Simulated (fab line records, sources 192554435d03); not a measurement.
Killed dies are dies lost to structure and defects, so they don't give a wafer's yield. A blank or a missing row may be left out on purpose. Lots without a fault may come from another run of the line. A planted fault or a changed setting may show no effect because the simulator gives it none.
Split-lot experiment | flow n5_finfet | 7 lots, 21 wafers read, on a route of 1938 steps

THE SPLIT
At N5_BEOL_M1_PECVD_72 (deposits SiO2 from TEOS/O2, target thk 16 nm, time 18 s), the setting time_s was moved away from the recipe's 18 s on 9 of the 21 wafers read, by -13.7% to +11.4%. The other wafers ran this setting at the recipe's value.

The reading is taken at the split's own step.

THE READING
SiO2_of_BEOL_M1_PECVD_72.thk_nm (the simulator's own value, which no gauge read), in nm, at N5_BEOL_M1_PECVD_72 (deposits SiO2 from TEOS/O2, target thk 16 nm, time 18 s). The file gives no usual value for it. The 12 wafers here that ran the recipe average 16.1 nm, standard deviation 0.26 nm.

wafer  | tool, chamber at the split | time_s as run, s | against the recipe | SiO2_of_BEOL_M1_PECVD_72.thk_nm, nm | against lot-mates on the recipe
L077.1 | pecvd-03, 1                | 18               | recipe             | 15.8                                | -
L077.3 | pecvd-03, 2                | 18.78            | +4.3%              | 17.2                                | +1.4
L077.4 | pecvd-03, 2                | 18.78            | +4.3%              | 17.4                                | +1.6
L078.1 | pecvd-03, 1                | 18               | recipe             | 16                                  | -
L078.2 | pecvd-03, 2                | 20.06            | +11.4%             | 17.8                                | +1.8
L078.4 | pecvd-03, 2                | 20.06            | +11.4%             | 18.2                                | +2.2
L079.1 | pecvd-02, 1                | 15.66            | -13.0%             | 13.6                                | -2.4
L079.2 | pecvd-02, 0                | 18               | recipe             | 16                                  | -
L079.6 | pecvd-02, 2                | 15.66            | -13.0%             | 14                                  | -2.0
L082.2 | pecvd-03, 1                | 18               | recipe             | 16.2                                | -
L082.5 | pecvd-03, 1                | 18               | recipe             | 16.2                                | -
L082.4 | pecvd-03, 0                | 18               | recipe             | 16.4                                | -
L083.1 | pecvd-01, 0                | 15.53            | -13.7%             | 14.4                                | -2.4
L083.2 | pecvd-01, 2                | 15.53            | -13.7%             | 13.6                                | -3.2
L083.6 | pecvd-01, 0                | 18               | recipe             | 16.8                                | -
L087.1 | pecvd-03, 2                | 18               | recipe             | 16                                  | -
L087.2 | pecvd-03, 0                | 18               | recipe             | 15.8                                | -
L087.4 | pecvd-03, 2                | 15.7             | -12.8%             | 14.4                                | -1.5
L089.1 | pecvd-03, 0,2              | 18               | recipe             | 16                                  | -
L089.2 | pecvd-03, 0,2              | 18               | recipe             | 16                                  | -
L089.4 | pecvd-03, 2                | 18               | recipe             | 16.2                                | -
Where a row lists several chambers, the file gives one row for several wafers and doesn't say which wafer went through which chamber.

THE FIT
A straight line over all 21 wafers: SiO2_of_BEOL_M1_PECVD_72.thk_nm changes by +0.166 nm for each +1% of time_s; r = +0.97; the points scatter about the line by 0.32 nm.
The same after taking each lot's own level away (the mean of its wafers on the recipe; 21 wafers): +0.183 nm for each +1%; r = +0.97; scatter 0.35 nm.
On that fit, the largest move of time_s shifts the reading by 2.5 nm.
The lots' own levels span 15.80 to 16.80 nm, that is 3.8 times the standard deviation above.
So the lot-to-lot level changes the slope little: the two slopes agree.
Check: with one of the wafers moved furthest among these (-13.7%) left out of the fit, the line predicts -2.42 nm for it against its lot-mates. It came out at -2.4 nm against them.

OTHER SPLITS ON THESE WAFERS
These wafers also went through other splits before the reading. Each is held against what the fit with the lots' levels taken away leaves over:
other split on the same wafers               | wafers away from the commonest value | r with SiO2_of_BEOL_M1_PECVD_72.thk_nm (lot level and that fit taken away)
N5_SD_EPI_P_COAT_03 spin_rpm                 | 10                                   | +0.41
N5_SDB_COAT_05 spin_rpm                      | 6                                    | -0.41
N5_MOL_CONTACT_COAG_CONTACT_ETCH_14 source_w | 4                                    | -0.07
N5_MOL_CONTACT_COAG_CVD_140 target_thk_a     | 5                                    | -0.39
N5_BEOL_M0_SAQP_PEB_12 peb_time_s            | 7                                    | -0.25
N5_BEOL_M0_SAQP_DESCUM_19 time_s             | 11                                   | -0.02

THE FILE'S OWN FIT
SiO2_of_BEOL_M1_PECVD_72.thk_nm changes by +0.172 nm for each +1% of time_s, r = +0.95.
